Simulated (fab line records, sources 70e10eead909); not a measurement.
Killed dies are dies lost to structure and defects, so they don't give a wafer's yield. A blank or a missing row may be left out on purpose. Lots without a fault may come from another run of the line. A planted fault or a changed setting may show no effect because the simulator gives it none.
A struck lot beside a sound one | flow nand_harc | 11 steps out of a route of 1302
Sound: wafers L442.1, L442.2, L442.3. Struck: wafer L449.1. (L449.2, L449.4 of the same lot were not struck and are left out.) The cause comes at the end.
At each step with rows: each side's tool, then ch and its chambers, then its first start. Under that, the readings that differ: sound wafers | struck wafers | difference of the means | sigmas: that difference in standard deviations of wafers without a fault.
alike: readings whose means differ by less than 2 such deviations, and words and numbers that are the same on both sides. not compared: withheld readings, readings that some wafer has no value for, bounds like >300 that may hide the same value, and numbers for which the record gives no deviation and whose values overlap.
The two part at a step that has a row with sigmas, a row that says differs or no value, or rows on one side only. Numbers that don't overlap but have no deviation are shown without sigmas and don't part them. A reading that every wafer of one side lacks parts them only if that side has two wafers or more.

first, 1 step without rows for these wafers: NHARC_A_WL_FILL_CVD_23 (deposits poly-Si, target thk 40 nm, time 800 s).
NHARC_A_WL_FILL_ETCHBACK_26: etches the open film in HBr, target depth 52 nm, time 13.3 s.
  sound on rie_si-04 ch 1,2,3, day 25 04:26; struck on rie_si-04 ch 1, day 27 04:14
  reading                | sound       | struck | difference | sigmas
  rf_hours_counter_h (h) | 0.3 0.4 0.3 | 0.7    | +0.4       |
  alike: drypump_motor_current_A, hbr_flow_sccm, oes_product_au, throttle_valve_pct
then, 2 steps without rows for these wafers: NHARC_A_WL_FILL_PRECLEAN_30 (cleans in dHF, time 10 s); NHARC_A_WL_FILL_SRD_14.
NHARC_A_WL_FILL_ALD_19: deposits TiN, target thk 2 nm, pulse time 3 s, ald cycles 100.
  sound on ald_metal-01 ch 0,2,3, day 25 04:41; struck on ald_metal-04 ch 2, day 27 04:31
  reading               | sound    | struck | difference | sigmas
  since_wet_clean_h (h) | 45 45 45 | 145    | +100       |
  alike: heater_power_w, precursor_pulse_height_rel
NHARC_A_WL_FILL_CVD_20: deposits W, target thk 100 nm, time 74 s.
  sound on cvd_w-02 ch 0,1; struck on cvd_w-02 ch 1
  alike: heater_power_w, throttle_valve_pct
  not compared: since_wet_clean_h
NHARC_A_WL_FILL_CMP_12: polishes, t overpolish 30 s, target thk 100 nm.
  sound on cmp-02 ch 0,1,2, day 25 05:04; struck on cmp-01 ch 2, day 27 05:01
  alike: motor_current_A, overpolish_run_s, slurry_flow_ml_min, time_to_endpoint_s
then, 1 step without rows for these wafers: NHARC_A_WL_FILL_SRD_31.
NHARC_A_WL_FILL_INSPECT_15:
  sound on defect_inspect-01, day 25 05:34; struck on defect_inspect-02, day 27 05:28
  alike: raw_defect_count
NHARC_A_CONTACT_DEP_24: deposits SiO2, target thk 500 nm.
  sound on pecvd-02 ch 0,1,2, day 25 05:38; struck on pecvd-01 ch 0, day 27 05:32
  reading                   | sound             | struck | difference | sigmas
  mfc_precursor_sccm (sccm) | 161.8 162.0 161.5 | 128.9  | -32.9      | -71
  showerhead_vpp_V (V)      | 1704 1714 1932    | 2063   | +280       | +3
  since_wet_clean_h (h)     | 159 159 159       | 124    | -35        |
  throttle_valve_pct (%)    | 16.6 16.8 17.1    | 15.1   | -1.7       | -3
  alike: heater_power_w
-- the record jumps here: 3 days lie between the struck wafers' starts before and after (it left off in module A_CONTACT and takes up again in module END, whose first step shown is number 1302 of the route) --
NHARC_END_SORT_01:
  sound on prober-01 ch 0, day 28 10:04; struck on prober-01 ch 0, day 30 08:32
  reading         | sound      | struck | difference | sigmas
  killed_at_array | 91 102 97  | 45     | -52        | -3
  killed_dies     | 94 113 105 | 49     | -55        | -3
  alike: killed_at_other, killed_at_periphery, killed_open, killed_short

WHERE THEY PART
First at NHARC_A_CONTACT_DEP_24; last, within this record, at NHARC_END_SORT_01.

WHY: what the simulator had put in
Process parameter drift: pecvd-01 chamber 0, from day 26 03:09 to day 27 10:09, at NHARC_A_CONTACT_DEP_24. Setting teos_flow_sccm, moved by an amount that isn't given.
